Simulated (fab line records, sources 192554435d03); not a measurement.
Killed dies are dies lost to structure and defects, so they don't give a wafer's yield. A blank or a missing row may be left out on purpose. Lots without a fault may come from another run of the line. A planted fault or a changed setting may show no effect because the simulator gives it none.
Chamber matching | flow n5_finfet | N5_FIN_SAQP_SPACER2_ALD_28 on ald_sin-04: 4 sister chambers
The step deposits SiO2, target thk 8.1 nm, pulse time 1 s, purge time 2 s. 4 wafers are shown with their chamber, then 12 later ones without.

WAFERS WITH THEIR CHAMBER
wafer  | chamber | heater_power_w (W)
L084.6 | 0       | 455
L085.3 | 3       | 434
L088.1 | 1       | 494
L088.5 | 2       | 546

WAFERS WITHOUT THEIR CHAMBER
wafer  | heater_power_w (W)
L089.1 | 534
L089.2 | 513
L089.6 | 500
L092.1 | 471
L092.2 | 537
L092.5 | 538
L094.1 | 440
L094.2 | 543
L094.4 | 549
L096.2 | 536
L096.5 | 539
L096.6 | 515

WHICH CHAMBER EACH WENT THROUGH
wafer  | from the rows above          | in truth
L089.1 | 2                            | 2
L089.2 | can't be placed: 1 or 2      | 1
L089.6 | 1                            | 1
L092.1 | can't be placed: 0 or 1 or 3 | 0
L092.2 | 2                            | 2
L092.5 | 2                            | 2
L094.1 | can't be placed: 3 or 0      | 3
L094.2 | 2                            | 2
L094.4 | 2                            | 2
L096.2 | 2                            | 2
L096.5 | 2                            | 2
L096.6 | can't be placed: 1 or 2      | 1
Placed correctly: 8 of 12. Can't be placed from these rows: 4 (the true chamber is among the candidates in 4). Placed wrongly: 0.
How it was worked out, from the rows above alone: a wafer's distance from a chamber is the root of the sum, over the readings, of the square of ((its reading less the chamber's mean) divided by the reading's scatter). The wafer belongs to the nearest chamber; if the next one is less than 2 further off, it can't be placed. A chamber's mean is the mean of its shown wafers. The scatter: with one shown wafer a chamber, the root of the mean of the squares of how far each hidden wafer lies from its nearest shown one.
